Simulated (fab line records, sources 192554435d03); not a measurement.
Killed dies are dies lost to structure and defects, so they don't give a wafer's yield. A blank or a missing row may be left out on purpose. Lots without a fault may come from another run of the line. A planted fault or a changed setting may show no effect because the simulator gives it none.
fab line records | flow n5_finfet
record lots=5 wafers=14 last_day=18
route steps=1938 shown MOL_CONTACT_COAG@539 BEOL_M4@1111 PASSIVATION@1936
lots that met no fault: from a run of the same line without faults
start_h: hours from the record's first day to the start of the lot's first wafer shown | wait_h: hours since the lot's step before | " the same as in the row above | L1.1+2: a row that stands for several wafers | - no value, or no start given | * or withheld: withheld | < > ~ a bound
route shown NAME@n: a module of which the file shows steps, and the number in the route of the first | usual: mean/standard deviation of fault-free wafers | same: alike in all rows | chamber/n: place in a boat | sites: the reading at each site | _std_site: their standard deviation | _edge_site: outer sites' mean less inner sites' | radius_mm: how far each site lies from the wafer's centre | mask NAME#n: copy n | behind: the tool/chamber that last shaped the wafer | hold: why the lot was held/for how many hours/how that ended | device: the transistor (n, p or np) that didn't switch | end of line: the same wafers' tests at the end of the route | a step without rows: its recipe alone | killed: dies lost to structure and defects at the first sort, not the wafer's yield | map: a wafer's dies, x killed, . not, _ none there
set.NAME: the setting as run; set.NAME@STEP: as run at that earlier step | model.NAME: the simulator's own value behind a step, which no gauge read
lots at some steps of the route; a table a step, a row a wafer
services: from which hour (start_h, from the record's first day; less than 0 if before it) a tool's chamber was out of use, for how many hours, and why
## steps
# step N5_MOL_CONTACT_COAG_STRIP_98
# recipe chemistry=N2/H2 power_w=500 temp_c=40 pressure_mtorr=50 rf_frequency_hz=6e+07 overash_fraction=0.3 bias_power_w=8 h2_frac=0.5 n2_flow_sccm=300 h2_flow_sccm=300
# step N5_MOL_CONTACT_COAG_CD_MEAS_99
# recipe target_cd_nm=17.2 polarity=opening
# usual cd_nm=17.3/0.31
# columns lot.wafer tool chamber start_h wait_h cd_nm
L749.2 cd_sem-01 - 105.74 - 17.4
L749.4 " - " " 17.1
L749.5 " - " " 16.8
L747.2 cd_sem-03 - 120.51 - 17.9
L747.3 " - " " 17.6
L747.4 " - " " 17.0
L757.3 cd_sem-02 - 145.23 - 17.0
L757.5 " - " " 17.6
L767.3 cd_sem-01 - 209.50 - 17.4
L767.4 " - " " 17.0
L767.6 " - " " 17.6
L768.1 cd_sem-01 - 216.43 - 17.3
L768.5 " - " " 16.7
L768.6 " - " " 17.2
# step N5_MOL_CONTACT_COAG_IMPLANT_129
# recipe species=Ge energy_kev=3 dose_cm2=6e+14 tilt_deg=0 rotation_deg=0
# step N5_MOL_CONTACT_COAG_PRECLEAN_111
# recipe chemistry=NF3:NH3 afs_cycles=1 temp_c=30 time_s=20 sublimation_temp_c=180 sublimation_time_s=60 pressure_torr=3 rf_power_w=30
# step N5_MOL_CONTACT_COAG_TI_SIL_19
# recipe material=Ti target_thk_a=42 temp_c=200 chamber_pressure_pa=5 power_w=5000 time_s=15
# usual chamber_pressure_pa=5.001/0.0095 throttle_valve_pct=29.7/0.92
# columns lot.wafer tool chamber start_h wait_h chamber_pressure_pa throttle_valve_pct
L749.2 pvd_sputter-01 - 106.32 0.2 5.012 29.4
L749.4 " - " " 4.982 31.7
L749.5 " - " " 5.006 29.4
L747.2 pvd_sputter-03 - 122.35 0.6 5.007 30.4
L747.3 " - " " 4.984 29.9
L747.4 " - " " 5.007 28.7
L757.3 pvd_sputter-03 - 147.54 0.2 4.989 28.7
L757.5 " - " " 5.004 30.4
L767.3 pvd_sputter-02 - 210.25 0.1 4.985 27.7
L767.4 " - " " 4.998 29.0
L767.6 " - " " 5.002 29.0
L768.1 pvd_sputter-02 - 218.57 1.8 5.011 29.0
L768.5 " - " " 4.996 28.9
L768.6 " - " " 5.009 28.1
# step N5_MOL_CONTACT_COAG_ALD_20
# recipe material=TiN target_thk_a=15 temp_c=400 ald_precursor_family=TiCl4 ald_co_reactant=NH3 pulse_time_s=1 purge_time_s=3 co_reactant_purge_time_s=2 co_reactant_pulse_time_s=2 ald_cycles=68 pressure_torr=3
# usual heater_power_w=846/56 precursor_pulse_height_rel=0.996/0.02
# columns lot.wafer tool chamber start_h wait_h heater_power_w precursor_pulse_height_rel
L749.2 ald_metal-03 2 106.44 0.1 821 0.978
L749.4 " 3 " " 882 1.002
L749.5 " 1 " " 785 1.013
L747.2 ald_metal-03 2 122.47 0.1 835 0.936
L747.3 " 1 " " 755 1.000
L747.4 " 3 " " 859 0.951
L757.3 ald_metal-03 0 147.67 0.1 854 0.983
L757.5 " 1 " " 796 0.996
L767.3 ald_metal-03 1 210.37 0.1 792 1.007
L767.4 " 3 " " 870 1.016
L767.6 " 0 " " 857 0.982
L768.1 ald_metal-02 1 218.69 0.1 849 0.980
L768.5 " 3 " " 855 1.013
L768.6 " 2 " " 926 1.007
# step N5_MOL_CONTACT_COAG_SIL_ANNEAL_21
# recipe temp_c=550 time_s=60 ambient=N2
# usual lamp_power_pct=5.34/0.055 wafer_temp_C_max=552.2/0.57
# columns lot.wafer tool chamber start_h wait_h lamp_power_pct wafer_temp_C_max
L749.2 rtp_anneal-02 0 106.90 0.3 5.38 551.4
L749.4 " 0 " " 5.38 551.5
L749.5 " 0 " " 5.38 552.2
L747.2 rtp_anneal-01 0 122.87 0.2 5.27 552.7
L747.3 " 0 " " 5.28 552.4
L747.4 " 0 " " 5.27 552.4
L757.3 rtp_anneal-02 0 148.11 0.3 5.38 552.9
L757.5 " 0 " " 5.39 551.9
L767.3 rtp_anneal-02 0 210.81 0.3 5.40 551.5
L767.4 " 0 " " 5.39 551.6
L767.6 " 0 " " 5.38 551.6
L768.1 rtp_anneal-02 0 219.18 0.3 5.39 551.9
L768.5 " 0 " " 5.39 551.9
L768.6 " 0 " " 5.39 551.6
# step N5_MOL_CONTACT_COAG_PRE_CLEAN_141
# recipe gas=H2/He time_s=60 temp_c=300
# step N5_MOL_CONTACT_COAG_SPUTTER_143
# recipe material=Co target_thk_a=25 temp_c=25 chamber_pressure_pa=0.2
# usual chamber_pressure_pa=0.1999/0.0004 throttle_valve_pct=29.9/1
# columns lot.wafer tool chamber start_h wait_h chamber_pressure_pa throttle_valve_pct
L749.2 pvd_sputter-01 - 109.23 0.0 0.1998 30.4
L749.4 " - " " 0.1993 31.8
L749.5 " - " " 0.2001 29.5
L747.2 pvd_sputter-03 - 123.49 0.0 0.2000 30.2
L747.3 " - " " 0.2002 30.4
L747.4 " - " " 0.2001 29.6
L757.3 pvd_sputter-02 - 148.59 0.0 0.2001 29.1
L757.5 " - " " 0.1998 29.8
L767.3 pvd_sputter-01 - 211.84 0.0 0.2004 29.3
L767.4 " - " " 0.2004 30.4
L767.6 " - " " 0.1992 31.7
L768.1 pvd_sputter-01 - 220.26 0.0 0.2001 31.6
L768.5 " - " " 0.1997 31.9
L768.6 " - " " 0.2003 29.4
# step N5_MOL_CONTACT_COAG_CO_FILL_22
# recipe material=Co target_thk_a=200 temp_c=200 precursor=CCTBA/H2 pressure_torr=30
# step N5_MOL_CONTACT_COAG_ANNEAL_113
# recipe temp_c=400 time_s=300 ambient=H2/N2
# step N5_MOL_CONTACT_COAG_PRE_CLEAN_142
# recipe gas=H2/He time_s=60 temp_c=300
# usual heater_power_w=444/40
# columns lot.wafer tool chamber start_h wait_h heater_power_w
L749.2 pvd_sputter-03 - 112.05 1.8 399
L749.4 " - " " 440
L749.5 " - " " 451
L747.2 pvd_sputter-01 - 126.45 1.6 440
L747.3 " - " " 439
L747.4 " - " " 443
L757.3 pvd_sputter-03 - 150.30 0.5 397
L757.5 " - " " 445
L767.3 pvd_sputter-02 - 215.39 2.4 406
L767.4 " - " " 519
L767.6 " - " " 411
L768.1 pvd_sputter-02 - 223.27 2.1 515
L768.5 " - " " 403
L768.6 " - " " 413
# step N5_MOL_CONTACT_COAG_SPUTTER_130
# recipe material=Co target_thk_a=475 temp_c=25 chamber_pressure_pa=0.5 power_w=3000
# usual chamber_pressure_pa=0.5001/0.001 throttle_valve_pct=29.7/0.97
# columns lot.wafer tool chamber start_h wait_h chamber_pressure_pa throttle_valve_pct model.Co_of_MOL_CONTACT_COAG_SPUTTER_130.thk_nm
L749.2 pvd_sputter-03 - 112.11 0.0 0.4991 30.5 47.8
L749.4 " - " " 0.5011 29.7 47.8
L749.5 " - " " 0.4986 28.5 48.4
L747.2 pvd_sputter-01 - 126.51 0.0 0.4971 30.6 49
L747.3 " - " " 0.5005 31.8 48.2
L747.4 " - " " 0.4994 29.1 48.6
L757.3 pvd_sputter-03 - 157.11 6.8 0.4991 30.2 76.2
L757.5 " - " " 0.4979 28.4 47
L767.3 pvd_sputter-02 - 215.45 0.0 0.4999 30.0 47
L767.4 " - " " 0.4994 27.9 47.2
L767.6 " - " " 0.5004 29.0 47.6
L768.1 pvd_sputter-02 - 223.33 0.0 0.5003 28.9 47.6
L768.5 " - " " 0.5003 29.9 47
L768.6 " - " " 0.5007 29.2 47.6
# step N5_MOL_CONTACT_COAG_PRECLEAN_125
# recipe chemistry=DIW time_s=57.5 temp_c=23
# step N5_MOL_CONTACT_COAG_SRD_126
# recipe dry_time_s=32 dry=n2_spin spin_rpm=1500
# step N5_MOL_CONTACT_COAG_CMP_23
# recipe stop_on=SiO2 t_overpolish_s=1.5 post_cmp_clean=cu_alkaline down_force_psi=2 platen_rpm=50.289 pad_velocity_m_s=1.0006 target_thk_nm=0
# usual head_pressure_psi=2.000/0.0044 motor_current_A=8.2/0.63 platen_rpm=50.29/0.034 time_to_endpoint_s=8.3/2.4
# columns lot.wafer tool chamber start_h wait_h head_pressure_psi motor_current_A platen_rpm time_to_endpoint_s
L749.4 cmp-02 2 112.33 0.1 2.003 7.8 50.30 5.9
L749.2 " 0 " " 2.007 8.7 50.29 11.2
L749.5 " 2 " " 1.998 7.9 50.33 5.9
L747.2 cmp-02 2 126.73 0.1 2.002 8.2 50.28 5.5
L747.3 " 3 " " 1.998 7.9 50.28 10.3
L747.4 " 0 " " 1.997 9.1 50.30 8.3
L757.3 cmp-04 1 157.37 0.1 1.998 8.2 50.32 19.9
L757.5 " 3 " " 2.000 7.7 50.24 8.9
L767.4 cmp-01 3 215.75 0.1 2.001 9.3 50.28 11.7
L767.3 " 0 " " 2.000 8.6 50.28 10.9
L767.6 " 0 " " 1.990 8.5 50.27 9.7
L768.1 cmp-04 3 223.63 0.1 1.998 7.5 50.32 8.8
L768.5 " 0 " " 1.998 9.1 50.32 9.5
L768.6 " 1 " " 2.003 8.5 50.31 10.8
# step N5_BEOL_M4_RC_MEAS_101
# usual DIBL_N=37.1/1.8 DIBL_P=37.2/2.1 IOFF_N=0.17/0.033 IOFF_P=0.22/0.037 ION_N=680/11 ION_P=464/7.7 SS_N=71.7/0.63 SS_P=73.6/0.67 VT_N=248.9/2.9 VT_P=-251/3.6
# columns lot.wafer tool chamber start_h wait_h DIBL_N[mV/V] DIBL_P[mV/V] IOFF_N[nA/um] IOFF_P[nA/um] ION_N[uA/um] ION_P[uA/um] SS_N[mV/dec] SS_P[mV/dec] VT_N[mV] VT_P[mV]
L749.2 prober-01 0 187.80 0.2 33.6 33.5 0.12 0.16 656 455 71.5 71.4 253.8 -255
L749.4 " 0 " " 35.6 36.5 0.15 0.20 670 464 71.3 73.7 251.5 -251
L749.5 " 0 " " 39.0 40.9 0.24 0.28 696 475 71.8 74.5 244.6 -247
L747.2 prober-02 0 213.20 0.2 39.1 41.6 0.20 0.26 691 472 72.0 74.1 246.7 -250
L747.3 " 0 " " 36.6 37.8 0.16 0.21 693 482 71.2 73.6 249.9 -250
L747.4 " 0 " " 37.2 38.0 0.16 0.20 668 453 71.5 72.9 250.0 -250
L757.3 prober-02 0 236.02 0.3 33.3 34.6 0.12 0.16 645 453 70.2 73.7 255.6 -255
L757.5 " 0 " " 37.1 40.1 0.19 0.24 683 464 72.5 75.0 247.8 -254
L767.3 prober-02 0 314.13 0.3 39.4 38.1 0.22 0.26 678 463 74.0 73.9 247.7 -247
L767.4 " 0 " " 38.0 37.7 0.18 0.25 673 465 71.8 73.8 247.5 -249
L767.6 " 0 " " 36.4 34.0 0.15 0.19 665 461 72.2 73.7 253.1 -253
L768.1 prober-01 0 317.86 0.0 37.0 36.4 0.16 0.22 696 481 71.0 73.3 247.9 -249
L768.5 " 0 " " 37.6 36.9 0.18 0.23 689 469 71.7 73.9 244.7 -251
L768.6 " 0 " " 34.2 32.7 0.12 0.17 689 473 70.4 73.0 254.7 -254
# step N5_PASSIVATION_PROBE_49
# usual defect_limited_yield=91.7/1.5 killed_at_M0_to_M3=32/10 killed_at_M4_up=14/5.3 killed_at_contacts=13/5.7 killed_at_front_end=37/10 killed_at_other=3.3/2.5 killed_dies=98/18 killed_open=65/13 killed_short=31/7.5 sort_bin_5_function=4.9/0.91 sort_bin_6_memory=3.1/0.71 sort_bin_8_speed=0.00/0.017 sort_n_pass=1082/18
# same gross_dies=1180 killed_at_back_side=0 sort_bin_4_leakage[%]=0
# columns lot.wafer tool chamber start_h wait_h defect_limited_yield[%] killed_at_M0_to_M3 killed_at_M4_up killed_at_contacts killed_at_front_end killed_at_other killed_dies killed_open killed_short sort_bin_5_function[%] sort_bin_6_memory[%] sort_bin_8_speed[%] sort_n_pass
L768.1 prober-02 - 428.47 0.0 91.4 26 21 8 42 4 101 69 32 5.4 2.7 0 1079
L768.5 prober-02 - 428.67 0.2 90.1 26 12 8 66 5 117 79 33 6.4 2.7 0 1063
L768.6 prober-02 - 428.72 0.3 90.7 39 12 12 35 12 110 79 31 5.8 3.1 0 1070
# killed by level:class
L768.1 STI_FIN_REVEAL:geometric_particle:open=9 FIN_SAQP:geometric_particle:open=7 BEOL_M3:geometric_particle:open=6 BEOL_M1:geometric_particle:open=6 FIN_CUT:geometric_particle:short=5 DUMMY_GATE:geometric_particle:open=5 MOL_CONTACT_COAG:geometric_particle:open=5 FIN_SAQP:geometric_particle:short=4
L768.5 STI_FIN_REVEAL:geometric_particle:open=25 DUMMY_GATE:geometric_particle:open=12 STI_FIN_REVEAL:geometric_particle:short=8 MOL_CONTACT_COAG:geometric_particle:open=7 BEOL_M2:geometric_particle:open=7 BEOL_M1:geometric_particle:open=5 BEOL_M3:geometric_particle:short=4 BEOL_M5:geometric_particle:open=4
L768.6 STI_FIN_REVEAL:geometric_particle:open=19 BEOL_M2:geometric_particle:open=18 MOL_CONTACT_COAG:geometric_particle:open=9 BEOL_M2:geometric_particle:short=7 PASS1_CAP:geometric_particle:open=6 BEOL_M4:geometric_particle:open=5 GATE_CUT:geometric_particle:short=4 BEOL_M0_SAQP:geometric_particle:open=4
## services
# columns tool chamber start_h hours kind
cmp-01 - 83.57 2.8 repair
pvd_sputter-03 - 93.63 3.5 repair
cmp-04 - 104.34 7.8 pm
cmp-02 - 119.48 4.0 pm
cmp-02 - 123.48 - consumable_replace:conditioner
cmp-02 - 123.48 - consumable_replace:pad
ald_metal-03 - 134.31 1.2 repair
pvd_sputter-02 - 134.88 1.1 repair
cmp-01 - 148.29 4.8 pm
ald_metal-03 3 155.03 46.2 repair
cmp-01 - 172.77 16.3 pm
ald_metal-02 - 189.77 3.0 repair
ald_metal-03 2 200.89 24.1 repair
cmp-02 - 211.56 3.1 pm
cmp-04 - 212.74 4.0 pm
cmp-04 - 216.74 - consumable_replace:conditioner
cmp-04 - 216.74 - consumable_replace:pad
ald_metal-02 3 221.47 8.5 repair
cmp-01 - 223.51 9.1 repair
## key
first_sign step=N5_MOL_CONTACT_COAG_CMP_23 reading=time_to_endpoint_s direction=up sigmas=4.9 usual=* struck=*
effect none on later readings
model_effect step=N5_MOL_CONTACT_COAG_SPUTTER_130 value=Co_of_MOL_CONTACT_COAG_SPUTTER_130.thk_nm without=46.8 struck=76.2
met_at N5_MOL_CONTACT_COAG_SPUTTER_130
struck_wafers L757.3
onset_between 112.11 157.11
fault kind=process_parameter_drift tool=pvd_sputter-03 chamber=- onset_h=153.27 steps=N5_MOL_CONTACT_COAG_SPUTTER_130 channel=target_thk_a offset=* shape=step end_h=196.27 scope=struck_wafers_only acts_in=* stated=*
